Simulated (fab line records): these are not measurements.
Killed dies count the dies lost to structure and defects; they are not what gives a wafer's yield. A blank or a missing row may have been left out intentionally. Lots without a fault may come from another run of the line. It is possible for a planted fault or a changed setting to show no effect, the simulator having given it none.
A struck lot beside a sound one || flow n5-finfet || 25 steps out of a route of 1938
Sound: these wafers, L276.1, L276.3, L276.5. The struck wafers were L268.1, L268.3, L268.4. Last of all comes the cause.
Order at every step that has rows: each side's tool, ch and its chambers, its first start. Under that, the readings that differ: sound wafers || struck wafers || difference of the means || sigmas: that difference in standard deviations of wafers without a fault.
alike: a reading whose means differ by less than 2 such deviations, as well as words and numbers matching on both sides. not compared: withheld readings; readings where some wafer has no value; bounds like >300 that might hide an equal value; numbers whose values overlap and for which the record gives no deviation.
A row with sigmas, a row that says differs or no value, or rows on one side alone: a step with any of these is where the two part. When numbers do not overlap yet have no deviation, they are printed without sigmas and do not part them. A reading that every wafer of one side lacks parts them only if that side has two wafers or more.

first, 12 steps without rows for these wafers: N5_SD_EPI_P_ETCH_36 (etches SiARC in CF4, target depth 45.5 nm, time 75.8 s); N5_SD_EPI_P_ETCH_37 (etches SOC in N2/H2, overetch 108 nm, time 486 s); N5_SD_EPI_P_STRIP_38 (strips in N2/H2); N5_SD_EPI_P_ETCHBACK_46 (etches SiNx in CH3F/O2, stops on SiO2, target depth 17.5 nm); N5_SD_EPI_P_ETCH_47 (etches SiOCN in CH3F/O2, target depth 25 nm); N5_SD_EPI_P_ETCH_16 (etches SiO2 in CHF3/O2, target depth 5 nm); N5_SD_EPI_P_STRIP_50 (strips in CHF3/O2); N5_SD_EPI_P_SD_RECESS_17 (chemistry HBr/Cl2/O2, target depth 39.1 nm, bt time 3 s); N5_SD_EPI_P_WET_ETCH_45 (etches SiO2 in dHF, time 10.7 s, target depth 2 nm, rinse time 30 s); N5_SD_EPI_P_STRIP_40 (strips in N2/H2); N5_SD_EPI_P_PRECLEAN_52 (cleans in O3/DIW, time 60 s); N5_SD_EPI_P_SRD_20 (time 30 s).
N5_SD_EPI_P_PRECLEAN_51: cleans in NF3:NH3, afs cycles 1, time 20 s, sublimation time 60 s.
  sound on epi-rpcvd-04 ch 0, day 8 05:53; struck on epi-rpcvd-03 ch 0, day 6 09:23
  alike: susceptor-temp-C
then, 8 steps without rows for these wafers: N5_SD_EPI_P_VAPOR_ETCH_44 (etches SiGe30 in NF3/Ar, time 3.3 s); N5_SD_EPI_P_EPI_21 (deposits SiGe:B, time 355 s); N5_SD_EPI_P_HM_STRIP_48 (strips SiNx in H3PO4, material SiNx, target depth 3 nm); N5_SD_EPI_P_SRD_49 (time 30 s); N5_SD_EPI_P_PRECLEAN_24 (cleans in O3/DIW, time 45 s); N5_SD_EPI_P_PRECLEAN_32 (cleans in dHF, time 10 s); N5_SD_EPI_P_PRECLEAN_33 (cleans in SC2, time 45 s); N5_SD_EPI_P_SRD_25 (time 30 s).
N5_SD_EPI_P_INSPECT_26: inspects for defects (darkfield).
  sound on defect-inspect-01 at day 8 08:38; struck on defect-inspect-01 at day 6 14:06
{"reading": "raw-defect-count", "sound": "161 215 172", "struck": "1222 1303 1266", "difference": "+1081", "sigmas": "+34"}
then, 1 step without rows for these wafers: N5_SD_ACTIVATION_RTA_00 (time 0 s).
-- the record jumps here: 4 days lie between the struck wafers' starts before and after (it left off in module SD_ACTIVATION and takes up again in module BEOL_M4, whose first step shown is number 1111 of the route) --
N5_BEOL_M4_RC_MEAS_101:
  sound on prober-01 ch 0, day 12 19:57; struck on prober-01 ch 0, day 10 20:40
  alike: DIBL_N, DIBL_P, IOFF_N, IOFF_P, ION_N, ION_P, SS_N, SS_P, VT_N, VT_P
-- here the record skips 4 days between the struck wafers' starts before and after, leaving off in module BEOL_M4 and picking up in module PASSIVATION (first step shown: number 1936 of the route) --
N5_PASSIVATION_PROBE_49:
  record: rows for the struck wafers here (prober-01, day 15 01:01), none for the sound ones

== WHERE THEY PART ==
At N5_SD_EPI_P_INSPECT_26 first; at N5_PASSIVATION_PROBE_49 last (within this record only).

WHY: what had been put in by the simulator
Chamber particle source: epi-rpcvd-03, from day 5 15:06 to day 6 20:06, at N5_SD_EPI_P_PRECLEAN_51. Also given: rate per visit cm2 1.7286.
